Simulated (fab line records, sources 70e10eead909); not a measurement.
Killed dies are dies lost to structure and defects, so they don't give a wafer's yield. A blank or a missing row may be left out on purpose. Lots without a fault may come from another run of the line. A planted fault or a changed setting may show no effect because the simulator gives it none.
A struck lot beside a sound one | flow nand_harc | 42 steps out of a route of 1159
Sound: wafers L820.1, L820.2, L820.3. Struck: wafer L829.5. (L829.4, L829.6 of the same lot were not struck and are left out.) The cause comes at the end.
At each step with rows: each side's tool, then ch and its chambers, then its first start. Under that, the readings that differ: sound wafers | struck wafers | difference of the means | sigmas: that difference in standard deviations of wafers without a fault.
alike: readings whose means differ by less than 2 such deviations, and words and numbers that are the same on both sides. not compared: withheld readings, readings that some wafer has no value for, bounds like >300 that may hide the same value, and numbers for which the record gives no deviation and whose values overlap.
The two part at a step that has a row with sigmas, a row that says differs or no value, or rows on one side only. Numbers that don't overlap but have no deviation are shown without sigmas and don't part them. A reading that every wafer of one side lacks parts them only if that side has two wafers or more.

first, 2 steps without rows for these wafers: NHARC_A_CONTACT_ETCH_111 (etches the open film in C4F8/O2/Ar, time 140 s, target depth 700 nm); NHARC_A_CONTACT_ETCH_112 (etches the open film in C4F8/O2/Ar, time 94 s, target depth 922 nm).
NHARC_A_CONTACT_ETCH_113: etches the open film in C4F8/O2/Ar, time 94 s, target depth 922 nm.
  sound on har_cap_etch-02 ch 0,1, day 16 23:29; struck on har_cap_etch-02 ch 1, day 18 21:06
  not compared: rf_hours_counter_h
then, 5 steps without rows for these wafers: NHARC_A_CONTACT_ETCH_114 (etches the open film in C4F8/O2/Ar, time 94 s, target depth 922 nm); NHARC_A_CONTACT_ETCH_115 (etches the open film in C4F8/O2/Ar, time 94 s, target depth 922 nm); NHARC_A_CONTACT_ETCH_116 (etches the open film in C4F8/O2/Ar, time 94 s, target depth 922 nm); NHARC_A_CONTACT_ETCH_117 (etches the open film in C4F8/O2/Ar, time 94 s, target depth 922 nm); NHARC_A_CONTACT_ETCH_118 (etches the open film in C4F8/O2/Ar, time 94 s, target depth 922 nm).
NHARC_A_CONTACT_ETCH_119: etches the open film in C4F8/O2/Ar, time 94 s, target depth 922 nm.
  sound on har_cap_etch-02 ch 0,1, day 17 00:02; struck on har_cap_etch-02 ch 1, day 18 21:39
  not compared: rf_hours_counter_h
then, 3 steps without rows for these wafers: NHARC_A_CONTACT_ETCH_120 (etches the open film in C4F8/O2/Ar, time 94 s, target depth 922 nm); NHARC_A_CONTACT_ETCH_121 (etches the open film in C4F8/O2/Ar, time 94 s, target depth 922 nm); NHARC_A_CONTACT_ETCH_122 (etches the open film in C4F8/O2/Ar, time 95 s, target depth 930 nm).
NHARC_A_CONTACT_ETCH_123: etches the open film in C4F8/O2/Ar, time 253 s, target depth 1090 nm.
  sound on har_cap_etch-02 ch 0,1, day 17 00:23; struck on har_cap_etch-02 ch 1, day 18 22:08
  not compared: rf_hours_counter_h
then, 2 steps without rows for these wafers: NHARC_A_CONTACT_ETCH_90 (etches the open film in CH3F/O2, target depth 40 nm, time 85.7 s); NHARC_A_CONTACT_ETCH_96 (etches the open film in C4F6/O2, target depth 20 nm, time 10 s).
NHARC_A_CONTACT_CD_MEAS_53:
  sound on cd_sem-03, day 17 01:14; struck on cd_sem-02, day 18 22:49
  alike: cd_nm
then, 3 steps without rows for these wafers: NHARC_A_CONTACT_STRIP_99 (strips in N2/H2); NHARC_A_CONTACT_STRIP_100 (strips in CF4/CHF3); NHARC_A_CONTACT_STRIP_101 (strips in O2/COS).
NHARC_A_CONTACT_ETCH_102: etches the open film in CF4/O2, target depth 70 nm, overetch 7 nm, time 38.5 s.
  sound on rie_diel-04 ch 0,2,3, day 17 01:42; struck on rie_diel-04 ch 0, day 18 23:10
  alike: drypump_motor_current_A, oes_product_au, rf_vpp_V, showerhead_plenum_p_Torr, throttle_valve_pct
  not compared: rf_hours_counter_h
then, 3 steps without rows for these wafers: NHARC_A_CONTACT_STRIP_55 (strips in O2); NHARC_A_CONTACT_STRIP_56 (strips in post etch residue remover, time 600 s); NHARC_A_CONTACT_DEP_57 (deposits aC, target thk 2800 nm).
NHARC_A_CONTACT_DEP_58: deposits SiON, target thk 60 nm.
  sound on pecvd-03 ch 0,1,2, day 17 04:29; struck on pecvd-02 ch 1, day 19 03:55
  alike: heater_power_w
then, 10 steps without rows for these wafers: NHARC_A_CONTACT_DEHYDRATE_59 (time 120 s); NHARC_A_CONTACT_HMDS_60 (time 30 s); NHARC_A_CONTACT_COAT_61 (time 75 s); NHARC_A_CONTACT_COAT_62 (time 65 s); NHARC_A_CONTACT_COAT_63 (resist thk 90 nm); NHARC_A_CONTACT_SOFTBAKE_64 (time 55 s); NHARC_A_CONTACT_EBR_65; NHARC_A_CONTACT_EXPOSE_66 (exposes mask A CC 2); NHARC_A_CONTACT_PEB_67 (peb time 65 s); NHARC_A_CONTACT_DEVELOP_68 (develop time 35 s).
NHARC_A_CONTACT_CD_MEAS_69: target cd 200 nm.
  sound on cd_sem-01 ch 0, day 17 05:12; struck on cd_sem-02 ch 0, day 19 04:33
  alike: cd_nm
NHARC_A_CONTACT_OVL_MEAS_70:
  sound on overlay-01, day 17 05:17; struck on overlay-02, day 19 04:38
  alike: overlay_x_nm, overlay_y_nm
then, 2 steps without rows for these wafers: NHARC_A_CONTACT_DESCUM_74 (chemistry O2, time 3 s); NHARC_A_CONTACT_ETCH_75 (etches the open film in CF4, target depth 39 nm, time 65 s).
NHARC_A_CONTACT_ETCH_76: etches the open film in N2/H2, target depth 260 nm, time 475.3 s.
  sound on rie_diel-04 ch 0,1,3; struck on rie_diel-01 ch 2
  reading                         | sound                | struck | difference | sigmas
  rf_vpp_V (V)                    | 434 432 433          | 426    | -7         | -2
  showerhead_plenum_p_Torr (Torr) | 2.20 2.07 2.13       | 1.91   | -0.22      | -2
  throttle_valve_pct (%)          | 14.183 14.178 14.179 | 14.149 | -0.031     | -3
  alike: drypump_motor_current_A, oes_product_au
  not compared: rf_hours_counter_h
then, 2 steps without rows for these wafers: NHARC_A_CONTACT_ETCH_77 (etches the open film in CF4/CHF3, target depth 72.6 nm, time 36.3 s); NHARC_A_CONTACT_ETCH_78 (etches the open film in O2/COS, target depth 2800 nm, time 728 s).
-- the record jumps here: 3 days lie between the struck wafers' starts before and after (it left off in module A_CONTACT and takes up again in module END, whose first step shown is number 1159 of the route) --
NHARC_END_SORT_01:
  the record has rows for the struck wafers here (prober-02 ch 0, day 22 02:41) and none for the sound ones

WHERE THEY PART
First at NHARC_A_CONTACT_ETCH_76; last, within this record, at NHARC_END_SORT_01.

WHY: what the simulator had put in
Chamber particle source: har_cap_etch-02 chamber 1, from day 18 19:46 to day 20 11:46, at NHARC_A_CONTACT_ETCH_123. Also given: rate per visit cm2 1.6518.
